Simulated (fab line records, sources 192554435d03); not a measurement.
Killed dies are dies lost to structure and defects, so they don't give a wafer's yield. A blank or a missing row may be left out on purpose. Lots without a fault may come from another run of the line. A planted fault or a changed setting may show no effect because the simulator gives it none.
One fault seen from 2 desks | flow n5_finfet | each desk has only its own numbers; what lay behind them comes last

THE TOOL OWNER'S DESK: ald_sin-01
The tool's own readings at N5_SD_EPI_N_LINER_46 (material SiNx, target thk 3 nm): means of the sampled wafers that have a number, for each lot that ran on this tool. A lot is out of limits, marked OUT, if its mean lies more than 4 standard deviations from the usual mean; the brackets give that distance.
Columns: A = heater_power_w at N5_SD_EPI_N_LINER_46, usual 831 W
lot  | first seen here | A
L818 | day 3 05:32     | 898
L823 | day 4 10:12     | 844
L825 | day 4 21:28     | 917
L830 | day 6 14:41     | 868
L831 | day 6 18:28     | 908
L832 | day 6 21:58     | 987
L834 | day 7 13:12     | 998
L835 | day 7 15:59     | 965
This desk's finding: nothing out of limits on any of the 8 lots.

THE METROLOGY DESK
What the gauges read, lot by lot, whatever tool the lot ran on: means of the sampled wafers that have a number. A lot is out of limits, marked OUT, if its mean lies more than 4 standard deviations from the usual mean; the brackets give that distance. Of its 14 readings 7 are shown: those that lie furthest out on some lot.
Columns: A = DIBL_P at N5_BEOL_M4_RC_MEAS_101, usual 36.6 mV/V; B = IOFF_P at N5_BEOL_M4_RC_MEAS_101, usual 0.21 nA/um; C = IOFF_P_LIN at N5_BEOL_M4_RC_MEAS_101, usual 0.100 nA/um; D = ION_P at N5_BEOL_M4_RC_MEAS_101, usual 460 uA/um; E = REXT_P at N5_BEOL_M4_RC_MEAS_101, usual 100.2 ohm.um; F = VT_P at N5_BEOL_M4_RC_MEAS_101, usual -250 mV; G = VT_P_LVT at N5_BEOL_M4_RC_MEAS_101, usual -99 mV
lot  | first seen here | A    | B    | C     | D   | E     | F    | G
L818 | day 8 10:10     | 33.0 | 0.20 | 0.101 | 470 | 101.4 | -249 | -97
L820 | day 8 10:22     | 36.4 | 0.21 | 0.097 | 454 | 100.0 | -252 | -101
L821 | day 8 13:14     | 36.1 | 0.21 | 0.100 | 465 | 100.3 | -251 | -100
L823 | day 9 04:07     | 35.4 | 0.21 | 0.100 | 459 | 100.5 | -249 | -99
L825 | day 9 18:33     | 36.3 | 0.26 | 0.127 | 482 | 102.9 | -243 | -91
L830 | day 11 02:14    | 38.3 | 0.20 | 0.091 | 457 | 95.8  | -254 | -102
L831 | day 11 21:37    | 34.9 | 0.20 | 0.096 | 455 | 101.0 | -251 | -99
L832 | day 11 23:48    | 38.5 | 0.26 | 0.115 | 472 | 101.8 | -246 | -96
L833 | day 12 01:44    | 37.6 | 0.21 | 0.100 | 462 | 100.8 | -250 | -100
L834 | day 12 04:33    | 41.2 | 0.29 | 0.122 | 466 | 93.2  | -248 | -96
L835 | day 12 05:22    | 40.1 | 0.28 | 0.123 | 468 | 94.7  | -248 | -94
This desk's finding: nothing out of limits on any of the 11 lots.

PUT TOGETHER
The tool owner's desk saw nothing out of limits.
The metrology desk saw nothing out of limits.

WHAT THE SIMULATOR HAD PUT IN
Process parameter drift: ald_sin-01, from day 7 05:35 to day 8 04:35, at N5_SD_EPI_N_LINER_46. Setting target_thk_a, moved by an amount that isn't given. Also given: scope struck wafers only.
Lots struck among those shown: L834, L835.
